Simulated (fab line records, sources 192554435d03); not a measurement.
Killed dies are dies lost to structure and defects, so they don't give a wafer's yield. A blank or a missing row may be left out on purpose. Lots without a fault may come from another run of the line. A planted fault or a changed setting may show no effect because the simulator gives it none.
A struck lot beside a sound one | flow n5_finfet | 15 steps out of a route of 1938
Sound: wafers L683.1, L683.3, L683.5. Struck: wafers L694.3, L694.4, L694.6. The cause comes at the end.
At each step with rows: each side's tool, then ch and its chambers, then its first start. Under that, the readings that differ: sound wafers | struck wafers | difference of the means | sigmas: that difference in standard deviations of wafers without a fault.
alike: readings whose means differ by less than 2 such deviations, and words and numbers that are the same on both sides. not compared: withheld readings, readings that some wafer has no value for, bounds like >300 that may hide the same value, and numbers for which the record gives no deviation and whose values overlap.
The two part at a step that has a row with sigmas, a row that says differs or no value, or rows on one side only. Numbers that don't overlap but have no deviation are shown without sigmas and don't part them. A reading that every wafer of one side lacks parts them only if that side has two wafers or more.

first, 2 steps without rows for these wafers: N5_MOL_CONTACT_COAG_ETCH_66 (etches SiARC in CF4, target depth 13 nm, time 21.7 s); N5_MOL_CONTACT_COAG_ALD_133 (deposits SiO2, target thk 5 nm, pulse time 1 s, co reactant pulse time 1 s).
N5_MOL_CONTACT_COAG_ETCHBACK_134: etches SiO2 in CHF3, target depth 10 nm, time 6.7 s.
  sound on rie_diel-01 ch 0,1, day 5 11:43; struck on rie_diel-04 ch 2,3, day 8 08:18
  alike: CHF3_flow_sccm, drypump_motor_current_A, oes_product_au, rf_vpp_V, showerhead_plenum_p_Torr, throttle_valve_pct
  not compared: rf_hours_counter_h
then, 3 steps without rows for these wafers: N5_MOL_CONTACT_COAG_ETCH_67 (etches SOC in N2/H2, target depth 60 nm, overetch 21 nm, time 101.2 s); N5_MOL_CONTACT_COAG_STRIP_68 (strips in N2/H2); N5_MOL_CONTACT_COAG_STRIP_69 (strips in N2/H2).
N5_MOL_CONTACT_COAG_ETCHBACK_136: etches SiO2 in CHF3, target depth 25 nm, time 16.7 s.
  sound on rie_diel-01 ch 0,1, day 5 11:50; struck on rie_diel-04 ch 2,3, day 8 08:25
  alike: CHF3_flow_sccm, drypump_motor_current_A, oes_product_au, rf_vpp_V, showerhead_plenum_p_Torr, throttle_valve_pct
  not compared: rf_hours_counter_h
then, 1 step without rows for these wafers: N5_MOL_CONTACT_COAG_STRIP_120 (strips in CHF3).
N5_MOL_CONTACT_COAG_VIA_ETCH_117: etches SiO2 in C4F6/O2, target depth 40 nm, overetch 8 nm, time 26 s.
  sound on rie_diel-01 ch 0,1, day 5 11:52; struck on rie_diel-04 ch 2,3, day 8 08:27
  alike: drypump_motor_current_A, oes_product_au, rf_vpp_V, showerhead_plenum_p_Torr, throttle_valve_pct
  not compared: rf_hours_counter_h
N5_MOL_CONTACT_COAG_ETCH_124: etches SiNx in CH3F/O2, stops on SiOC, target depth 6.5 nm.
  sound on rie_diel-01 ch 0,1, day 5 11:54; struck on rie_diel-04 ch 2,3, day 8 08:29
  alike: CH3F_flow_sccm, drypump_motor_current_A, oes_product_au, rf_vpp_V, showerhead_plenum_p_Torr, throttle_valve_pct
  not compared: rf_hours_counter_h
then, 1 step without rows for these wafers: N5_MOL_CONTACT_COAG_ETCH_48 (etches SiOC in C4F6/O2, target depth 15 nm, overetch 4.5 nm, time 17 s).
N5_MOL_CONTACT_COAG_STRIP_72: strips in N2/H2.
  sound on rie_diel-01 ch 0,1, day 5 11:59; struck on rie_diel-04 ch 2,3, day 8 08:35
  alike: bias_power_w, chamber_pressure_mTorr, drypump_motor_current_A, oes_product_au, rf_vpp_V, showerhead_plenum_p_Torr, throttle_valve_pct
  not compared: rf_hours_counter_h
N5_MOL_CONTACT_COAG_STRIP_49: strips in N2/H2, time 30 s.
  sound on plasma_asher-02 ch 0,1, day 5 12:04; struck on plasma_asher-02 ch 0,1, day 8 08:41
  no value came back on the struck wafers for drypump_motor_current_A (A), h2_flow_sccm (sccm), heater_power_w (W); on the sound wafers drypump_motor_current_A (A) reads 5.7 5.1 5.7
  not compared: rf_hours_counter_h
then, 1 step without rows for these wafers: N5_MOL_CONTACT_COAG_PRECLEAN_138 (cleans in alkaline clean, time 60 s).
-- the record jumps here: 6 days lie between the struck wafers' starts before and after (it left off in module MOL_CONTACT_COAG and takes up again in module PASSIVATION, whose first step shown is number 1936 of the route) --
N5_PASSIVATION_PROBE_49:
  sound on prober-01, day 12 04:26; struck on prober-01, day 14 15:44
  reading             | sound    | struck | difference | sigmas
  killed_at_front_end | 43 50 52 | 23     | -25        | -2
  killed_at_other     | 16 10 17 | 3      | -11        | -3
  killed_short        | 37 31 48 | 23     | -16        | -2
  alike: killed_at_M0_to_M3, killed_at_M4_up, killed_at_contacts, killed_dies, killed_open

WHERE THEY PART
First at N5_MOL_CONTACT_COAG_STRIP_49; last, within this record, at N5_PASSIVATION_PROBE_49.

WHY: what the simulator had put in
Skipped step whole: plasma_asher-02, from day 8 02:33 on, at N5_MOL_CONTACT_COAG_STRIP_49. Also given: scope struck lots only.
